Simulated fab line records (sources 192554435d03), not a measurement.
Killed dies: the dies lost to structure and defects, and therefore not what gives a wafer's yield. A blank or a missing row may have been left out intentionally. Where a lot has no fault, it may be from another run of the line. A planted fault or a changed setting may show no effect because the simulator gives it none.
fab line records -- flow n5Finfet -- part 2 of 2: steps 14 to 19 of 19
record lots=5, wafers=15, lastDay=15
route steps=1938 shown MOL_CONTACT_COAG@603
lots that met no fault: from a run of the same line without faults
startH: start of the lot's first displayed wafer, in hours after the record's first day -- waitH: hours from the lot's prior step to this one -- " identical to the entry in the row above -- L1.1+2: several wafers, shown together as one row -- - no value, or no start given -- * or withheld: withheld -- < > ~ a bound
route shown NAME@n: names a module that has steps shown in the file, with the first one's number in the route -- usual: average and standard deviation across the fault-free wafers -- same: alike in all rows -- chamber/n: place in a boat -- sites: the reading at each site -- _std_site: the values' standard deviation -- _edge_site: outer sites' mean less inner sites' -- radiusMm: how far each site lies from the wafer's centre -- mask NAME#n: copy n -- behind: the last tool/chamber to shape the wafer -- hold: the reason the lot was held/the length of the hold in hours/how it ended -- device: whichever transistor did not switch (one of n, p or np) -- end of line: at the end of the route, the tests of the same wafers -- step lacking rows: just its recipe -- killed: at the first sort, the dies lost to defects and structure; wafer yield is something else -- map: dies across one wafer; x = killed, . = not, _ = none there
set.NAME: the setting that was run; set.NAME@STEP: the one run at that earlier step -- model.NAME: the simulator's own value behind a step, which no gauge read
lots at selected steps of the route; one table per step, one row per wafer
services: from which hour (startH, from the record's first day; less than 0 if before it) a tool's chamber was out of use, for how many hours, and why
## steps
# step N5_MOL_CONTACT_COAG_ETCH_124
# recipe chemistry=CH3F/O2, target=SiNx, targetDepthA=65, maskMaterial=SOC, stopOn=SiOC, overEtchFrac=0.3, ionEnergyEv=120, pressureMtorr=30, sourceW=395, biasW=73, Ar_flow_sccm=150, CH3F_flow_sccm=30, O2_flow_sccm=20, ends=endPoint
# usual CH3F_flow_sccm=29.99/0.077, chamberPressureMTorr=29.998/0.027, drypumpMotorCurrentA=5.7/0.51, oesProductAu=0.71/0.069, rfFwdPowerW=390.5/1.6, rfVppV=295/9.9, showerheadPlenumPTorr=1.99/0.052, throttleValvePct=16.36/0.26
lot.wafer,tool,chamber,startH,waitH,CH3F_flow_sccm,chamberPressureMTorr,drypumpMotorCurrentA,oesProductAu,rfFwdPowerW,rfHoursCounterH,rfVppV,showerheadPlenumPTorr,throttleValvePct
L076.1,rieDiel-04,3,113.17,0.0,29.98,29.961,6.1,0.85,391.6,2,306,1.97,15.97
L076.4,rieDiel-04,1,113.17,0.0,29.85,29.996,5.4,0.76,387.9,-,279,2.07,16.39
L076.5,rieDiel-04,3,113.17,0.0,29.99,29.994,6.1,0.85,390.1,-,306,1.97,15.97
L087.1,rieDiel-04,1,177.66,0.0,30.01,29.976,5.4,0.73,388.1,52,279,2.06,16.44
L087.2,rieDiel-04,2,177.66,0.0,30.03,29.985,5.3,0.79,389.9,16,302,1.97,16.06
L087.4,rieDiel-04,0,177.66,0.0,29.90,30.020,5.9,0.67,390.2,124,288,1.91,16.18
L088.2,rieDiel-04,3,186.07,0.0,29.90,29.975,6.0,0.78,392.7,25,306,1.96,16.02
L088.3,rieDiel-04,0,186.07,0.0,30.07,29.960,5.9,0.66,391.9,127,285,1.91,16.17
L088.4,rieDiel-04,2,186.07,0.0,29.83,29.987,5.4,0.79,391.5,20,304,1.97,16.06
L089.4,rieDiel-01,1,192.40,0.0,30.02,30.002,5.8,0.60,391.8,227,301,1.97,16.97
L089.5,rieDiel-01,1,192.40,0.0,30.07,29.995,5.8,0.59,393.9,-,300,1.97,16.96
L089.6,rieDiel-01,2,192.40,0.0,30.06,30.021,5.3,0.65,391.8,-,280,2.11,16.56
L090.2,rieDiel-05,2,195.76,0.0,29.97,29.949,6.7,0.62,392.9,190,290,1.97,16.71
L090.4,rieDiel-05,3,195.76,0.0,30.05,30.007,5.0,0.79,391.1,29,294,1.97,16.22
L090.6,rieDiel-05,0,195.76,0.0,30.02,30.016,5.1,0.71,392.9,-,296,1.97,16.28
# step N5_MOL_CONTACT_COAG_ETCH_48
# recipe chemistry=C4F6/O2, targetDepthA=150, overetchA=45, maskMaterial=SOC, target=SiOC, biasW=465, pressureMtorr=10, timeS=17, sourceW=335, Ar_flow_sccm=300, C4F6_flow_sccm=10, O2_flow_sccm=10, ionEnergyEv=576
# usual chamberPressureMTorr=9.999/0.0095, drypumpMotorCurrentA=5.7/0.51, oesProductAu=0.70/0.085, rfFwdPowerW=332.3/1.3, rfVppV=1580/49, showerheadPlenumPTorr=2.83/0.073, throttleValvePct=40.8/0.65
# same timeS=17
lot.wafer,tool,chamber,startH,waitH,chamberPressureMTorr,drypumpMotorCurrentA,oesProductAu,rfFwdPowerW,rfHoursCounterH,rfVppV,showerheadPlenumPTorr,throttleValvePct
L076.1,rieDiel-04,3,113.21,0.0,10.005,6.0,0.85,332.1,2,1635,2.79,40.9
L076.4,rieDiel-04,1,113.21,0.0,9.991,5.5,0.76,330.5,-,1497,2.93,40.2
L076.5,rieDiel-04,3,113.21,0.0,10.013,6.0,0.79,331.1,-,1633,2.79,40.9
L087.1,rieDiel-04,1,177.70,0.0,9.997,5.4,0.68,330.1,52,1497,2.92,40.2
L087.2,rieDiel-04,2,177.70,0.0,10.004,5.4,0.78,330.8,16,1616,2.79,39.8
L087.4,rieDiel-04,0,177.70,0.0,10.006,5.9,0.62,332.3,124,1535,2.72,40.1
L088.2,rieDiel-04,3,186.11,0.0,9.982,6.0,0.83,332.1,25,1635,2.78,41.0
L088.3,rieDiel-04,0,186.11,0.0,9.986,5.9,0.59,333.3,127,1535,2.72,40.1
L088.4,rieDiel-04,2,186.11,0.0,10.014,5.4,0.82,332.0,20,1616,2.79,39.8
L089.4,rieDiel-01,1,192.44,0.0,10.012,5.8,0.57,333.3,227,1608,2.80,41.5
L089.5,rieDiel-01,1,192.44,0.0,10.008,5.7,0.62,330.9,-,1608,2.80,41.5
L089.6,rieDiel-01,2,192.44,0.0,9.999,5.3,0.61,331.1,-,1501,3.00,41.0
L090.2,rieDiel-05,2,195.80,0.0,9.995,6.7,0.66,332.5,190,1553,2.79,41.2
L090.4,rieDiel-05,3,195.80,0.0,9.991,4.9,0.72,333.2,29,1579,2.81,41.0
L090.6,rieDiel-05,0,195.80,0.0,9.988,5.1,0.77,334.2,-,1592,2.80,42.1
# step N5_MOL_CONTACT_COAG_STRIP_72
# recipe chemistry=N2/H2, powerW=450, tempC=40, pressureMtorr=20, rfFrequencyHz=6e+07, overashFraction=3, biasPowerW=7, h2Frac=0.5, n2FlowSccm=200, h2FlowSccm=200
# usual chamberPressureMTorr=20.00/0.043, drypumpMotorCurrentA=5.7/0.51, n2FlowSccm=199.9/0.62, oesProductAu=0.84/0.087, powerW=449.9/1.2, rfVppV=59.1/2.1, showerheadPlenumPTorr=2.52/0.06, throttleValvePct=23.8/0.47
lot.wafer,tool,chamber,startH,waitH,chamberPressureMTorr,drypumpMotorCurrentA,n2FlowSccm,oesProductAu,powerW,rfHoursCounterH,rfVppV,showerheadPlenumPTorr,throttleValvePct
L076.1,rieDiel-04,3,113.26,0.0,20.00,6.1,200.8,1.02,449.1,2,58.5,2.48,23.3
L076.4,rieDiel-04,1,113.26,0.0,20.01,5.4,200.4,0.92,448.1,-,57.4,2.61,23.4
L076.5,rieDiel-04,3,113.26,0.0,20.01,6.0,200.0,1.00,448.7,-,57.4,2.48,23.3
L087.1,rieDiel-04,1,177.76,0.0,20.01,5.5,200.1,0.87,450.1,52,60.4,2.60,23.5
L087.2,rieDiel-04,2,177.76,0.0,19.94,5.4,199.9,0.92,449.3,16,55.9,2.51,23.5
L087.4,rieDiel-04,0,177.76,0.0,20.04,6.0,200.1,0.78,450.3,124,56.4,2.47,23.9
L088.2,rieDiel-04,3,186.16,0.0,19.94,6.0,198.6,0.93,449.2,25,61.3,2.47,23.3
L088.3,rieDiel-04,0,186.16,0.0,19.89,5.9,198.9,0.79,450.1,127,57.8,2.47,24.0
L088.4,rieDiel-04,2,186.16,0.0,19.94,5.4,200.8,0.90,450.6,20,61.0,2.51,23.5
L089.4,rieDiel-01,1,192.49,0.0,20.04,5.7,199.2,0.68,451.8,227,62.0,2.52,24.6
L089.5,rieDiel-01,1,192.49,0.0,20.06,5.7,200.6,0.68,451.2,-,61.8,2.51,24.6
L089.6,rieDiel-01,2,192.49,0.0,20.04,5.3,198.9,0.77,450.4,-,63.3,2.65,23.8
L090.2,rieDiel-05,2,195.85,0.0,19.99,6.7,198.8,0.71,449.9,190,60.0,2.54,24.7
L090.4,rieDiel-05,3,195.85,0.0,19.90,5.0,200.7,0.93,449.8,29,58.3,2.48,23.5
L090.6,rieDiel-05,0,195.85,0.0,19.99,5.1,199.3,0.85,451.2,-,57.7,2.47,23.7
# step N5_MOL_CONTACT_COAG_STRIP_49
# recipe chemistry=N2/H2, timeS=30, powerW=1000, tempC=250, pressureMtorr=withheld, n2FlowSccm=1750, h2FlowSccm=3250
# usual drypumpMotorCurrentA=6.0/0.6, heaterPowerW=380/32, n2FlowSccm=1751/4.9
# same timeS=30
lot.wafer,tool,chamber,startH,waitH,drypumpMotorCurrentA,heaterPowerW,n2FlowSccm,rfHoursCounterH
L076.1,plasmaAsher-02,0,113.34,-,6.7,399,1757,93
L076.4,plasmaAsher-02,1,113.34,-,5.9,320,1752,-
L076.5,plasmaAsher-02,1,113.34,-,5.9,334,1758,-
L087.1,plasmaAsher-02,0,177.84,-,6.7,403,1749,106
L087.2,plasmaAsher-02,1,177.84,-,5.9,322,1747,106
L087.4,plasmaAsher-02,1,177.84,-,5.9,333,1742,-
L088.2,plasmaAsher-02,1,186.24,-,5.9,341,1741,108
L088.3,plasmaAsher-02,0,186.24,-,6.7,394,1740,-
L088.4,plasmaAsher-02,1,186.24,-,5.9,326,1748,-
L089.4,plasmaAsher-02,0,192.60,-,6.7,401,1753,-
L089.5,plasmaAsher-02,1,192.60,-,5.9,335,1750,-
L089.6,plasmaAsher-02,0,192.60,-,6.7,396,1750,-
L090.2,plasmaAsher-01,1,195.93,-,6.4,381,1743,60
L090.4,plasmaAsher-01,0,195.93,-,5.1,412,1748,-
L090.6,plasmaAsher-01,0,195.93,-,5.1,414,1750,-
# step N5_MOL_CONTACT_COAG_PRECLEAN_138
# recipe chemistry=alkalineClean, tempC=60, timeS=60, doPpb=50
# same timeS=60
lot.wafer,tool,chamber,startH,waitH
L076.1+4+5,wetBench-04,"2,4,5",113.43,0.1
L087.1+2+4,wetBench-02,"7,5,4",177.92,0.1
L088.2+3+4,wetBench-02,"2,4,1",186.33,0.1
L089.4+5+6,wetBench-04,"6,7,5",192.66,0.0
L090.2+4+6,wetBench-06,"0,7,2",196.02,0.1
# step N5_MOL_CONTACT_COAG_SRD_139
# recipe dry=ipaMarangoni, timeS=30, tempC=23, rinseLiquid=diw
# usual doSupplyPpb=9.99/0.11
# same timeS=30
lot.wafer,tool,chamber,startH,waitH,doSupplyPpb
L076.1,wetBench-04,2,113.45,0.0,9.89
L076.4,wetBench-04,4,113.45,0.0,10.16
L076.5,wetBench-04,5,113.45,0.0,10.05
L087.1,wetBench-02,7,177.94,0.0,10.04
L087.2,wetBench-02,5,177.94,0.0,10.06
L087.4,wetBench-02,4,177.94,0.0,9.96
L088.2,wetBench-02,2,186.35,0.0,10.02
L088.3,wetBench-02,4,186.35,0.0,10.14
L088.4,wetBench-02,1,186.35,0.0,10.11
L089.4,wetBench-04,6,192.68,0.0,10.10
L089.5,wetBench-04,7,192.68,0.0,9.92
L089.6,wetBench-04,5,192.68,0.0,10.00
L090.2,wetBench-06,0,196.04,0.0,10.10
L090.4,wetBench-06,7,196.04,0.0,9.99
L090.6,wetBench-06,2,196.04,0.0,9.97
## services
tool,chamber,startH,hours,kind
rieDiel-04,3,94.41,-,clean
rieDiel-04,3,94.41,-,consumableReplace:focusRing
aldSin-04,-,95.56,0.5,repair
rieDiel-05,3,96.43,-,clean
rieDiel-05,3,96.43,-,consumableReplace:focusRing
rieDiel-05,3,96.43,19.5,scheduledDown
rieDiel-05,3,96.43,19.5,ventCycle
aldSin-04,0,99.53,-,clean
aldSin-04,1,99.53,-,clean
aldSin-04,2,99.53,-,clean
aldSin-02,-,102.55,2.8,pm
rieDiel-04,2,108.99,-,clean
rieDiel-04,2,108.99,-,consumableReplace:focusRing
rieDiel-04,2,108.99,10.1,scheduledDown
rieDiel-04,2,108.99,10.1,ventCycle
rieDiel-04,-,148.85,0.1,repair
plasmaAsher-02,-,149.07,2.7,pm
aldSin-03,0,149.07,8.7,repair
wetBench-04,-,154.90,1.5,repair
aldSin-03,-,164.77,4.3,pm
rieDiel-04,2,172.28,4.3,repair
aldSin-03,-,176.75,14.0,pm
rieDiel-05,0,185.05,3.2,repair
rieDiel-04,-,190.71,1.6,repair
